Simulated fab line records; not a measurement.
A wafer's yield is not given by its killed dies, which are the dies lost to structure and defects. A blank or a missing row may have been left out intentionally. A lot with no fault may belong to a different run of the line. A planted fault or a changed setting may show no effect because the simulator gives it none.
Split-lot trial || flow n5_finfet || route with 1938 steps; 7 lots, 21 wafers read

## ON THE SPLIT
At N5_BEOL_M7_VIA_ETCH_34 (etches SiCOH lowk in C4F6/O2, target depth 125.5 nm, time 50.5 s), the setting source_w was moved away from the recipe's 345 W on 6 of the 21 wafers read, by -13.0% to +12.5%. This setting was run at the recipe's value on the other wafers.

The reading comes from the split's own step.

## THE READING
rf_vpp_V, in V, at N5_BEOL_M7_VIA_ETCH_34 (etches SiCOH lowk in C4F6/O2, target depth 125.5 nm, time 50.5 s). On this fab line, fault-free wafers typically give 673 V with a standard deviation of 8 V.

{"wafer": "L086.2", "tool, chamber at the split": "rie_diel-05, 0", "source_w as run, W": 345, "against the recipe": "recipe", "rf_vpp_V, V": 680, "against lot-mates on the recipe": "-"}
{"wafer": "L086.3", "tool, chamber at the split": "rie_diel-05, 3", "source_w as run, W": 345, "against the recipe": "recipe", "rf_vpp_V, V": 671, "against lot-mates on the recipe": "-"}
{"wafer": "L086.6", "tool, chamber at the split": "rie_diel-05, 0", "source_w as run, W": 345, "against the recipe": "recipe", "rf_vpp_V, V": 681, "against lot-mates on the recipe": "-"}
{"wafer": "L085.1", "tool, chamber at the split": "rie_diel-05, 0", "source_w as run, W": 300.1, "against the recipe": "-13.0%", "rf_vpp_V, V": 731, "against lot-mates on the recipe": "+55"}
{"wafer": "L085.5", "tool, chamber at the split": "rie_diel-05, 0", "source_w as run, W": 345, "against the recipe": "recipe", "rf_vpp_V, V": 681, "against lot-mates on the recipe": "-"}
{"wafer": "L085.6", "tool, chamber at the split": "rie_diel-05, 3", "source_w as run, W": 345, "against the recipe": "recipe", "rf_vpp_V, V": 671, "against lot-mates on the recipe": "-"}
{"wafer": "L087.1", "tool, chamber at the split": "rie_diel-03, 2", "source_w as run, W": 388.2, "against the recipe": "+12.5%", "rf_vpp_V, V": 629, "against lot-mates on the recipe": -41}
{"wafer": "L087.4", "tool, chamber at the split": "rie_diel-03, 1", "source_w as run, W": 345, "against the recipe": "recipe", "rf_vpp_V, V": 670, "against lot-mates on the recipe": "-"}
{"wafer": "L087.5", "tool, chamber at the split": "rie_diel-03, 2", "source_w as run, W": 388.2, "against the recipe": "+12.5%", "rf_vpp_V, V": 630, "against lot-mates on the recipe": -40}
{"wafer": "L089.1", "tool, chamber at the split": "rie_diel-03, 2", "source_w as run, W": 345, "against the recipe": "recipe", "rf_vpp_V, V": 667, "against lot-mates on the recipe": "-"}
{"wafer": "L089.3", "tool, chamber at the split": "rie_diel-03, 0", "source_w as run, W": 366.2, "against the recipe": "+6.1%", "rf_vpp_V, V": 644, "against lot-mates on the recipe": -30}
{"wafer": "L089.5", "tool, chamber at the split": "rie_diel-03, 3", "source_w as run, W": 345, "against the recipe": "recipe", "rf_vpp_V, V": 681, "against lot-mates on the recipe": "-"}
{"wafer": "L093.1", "tool, chamber at the split": "rie_diel-05, 0", "source_w as run, W": 365.5, "against the recipe": "+5.9%", "rf_vpp_V, V": 658, "against lot-mates on the recipe": -13}
{"wafer": "L093.2", "tool, chamber at the split": "rie_diel-05, 2", "source_w as run, W": 365.5, "against the recipe": "+5.9%", "rf_vpp_V, V": 647, "against lot-mates on the recipe": -24}
{"wafer": "L093.4", "tool, chamber at the split": "rie_diel-05, 3", "source_w as run, W": 345, "against the recipe": "recipe", "rf_vpp_V, V": 671, "against lot-mates on the recipe": "-"}
{"wafer": "L095.1", "tool, chamber at the split": "rie_diel-03, 1", "source_w as run, W": 345, "against the recipe": "recipe", "rf_vpp_V, V": 668, "against lot-mates on the recipe": "-"}
{"wafer": "L095.2", "tool, chamber at the split": "rie_diel-03, 0", "source_w as run, W": 345, "against the recipe": "recipe", "rf_vpp_V, V": 664, "against lot-mates on the recipe": "-"}
{"wafer": "L095.4", "tool, chamber at the split": "rie_diel-03, 2", "source_w as run, W": 345, "against the recipe": "recipe", "rf_vpp_V, V": 666, "against lot-mates on the recipe": "-"}
{"wafer": "L096.1", "tool, chamber at the split": "rie_diel-05, 1", "source_w as run, W": 345, "against the recipe": "recipe", "rf_vpp_V, V": 694, "against lot-mates on the recipe": "-"}
{"wafer": "L096.3", "tool, chamber at the split": "rie_diel-05, 2", "source_w as run, W": 345, "against the recipe": "recipe", "rf_vpp_V, V": 667, "against lot-mates on the recipe": "-"}
{"wafer": "L096.4", "tool, chamber at the split": "rie_diel-05, 3", "source_w as run, W": 345, "against the recipe": "recipe", "rf_vpp_V, V": 671, "against lot-mates on the recipe": "-"}

FIT RESULTS
A straight line over all 21 wafers: rf_vpp_V changes by -3.9 V for each +1% of source_w; r = -0.94; the points scatter about the line by 7.6 V.
The same after taking each lot's own level away (the mean of its wafers on the recipe; 21 wafers): -3.65 V for each +1%; r = -0.94; scatter 6.8 V.
The reading moves by 47 V for the largest change in source_w, on that fit.
Across the lots, their own levels run from 666.0 to 677.3 V, a range of 1.4 times the standard deviation given above.
The two slopes are in agreement: the lot-to-lot level therefore moves the slope only a little.
Check: with one of the wafers moved furthest among these (-13.0%) left out of the fit, the line predicts +43.3 V for it against its lot-mates. It came out at +55 V against them.
Tool readings at the split's step, against how far the setting was moved: rf_vpp_V r = -0.94.

## THE OTHER SPLITS THESE WAFERS WENT THROUGH
Other splits were also applied to these wafers ahead of the reading. Each is held against what the fit with the lots' levels taken away leaves over:
{"other split on the same wafers": "N5_BEOL_M6_TRENCH_ETCH_37 time_s", "wafers away from the commonest value": 10, "r with rf_vpp_V (lot level and that fit taken away)": "+0.08"}
{"other split on the same wafers": "N5_BEOL_M6_ALD_77 co_reactant_pulse_time_s", "wafers away from the commonest value": 8, "r with rf_vpp_V (lot level and that fit taken away)": -0.02}
{"other split on the same wafers": "N5_BEOL_M7_DESCUM_33 time_s", "wafers away from the commonest value": 6, "r with rf_vpp_V (lot level and that fit taken away)": -0.17}

## FILE'S OWN FIT
rf_vpp_V changes by -3.8 V for each +1% of source_w, r = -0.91.
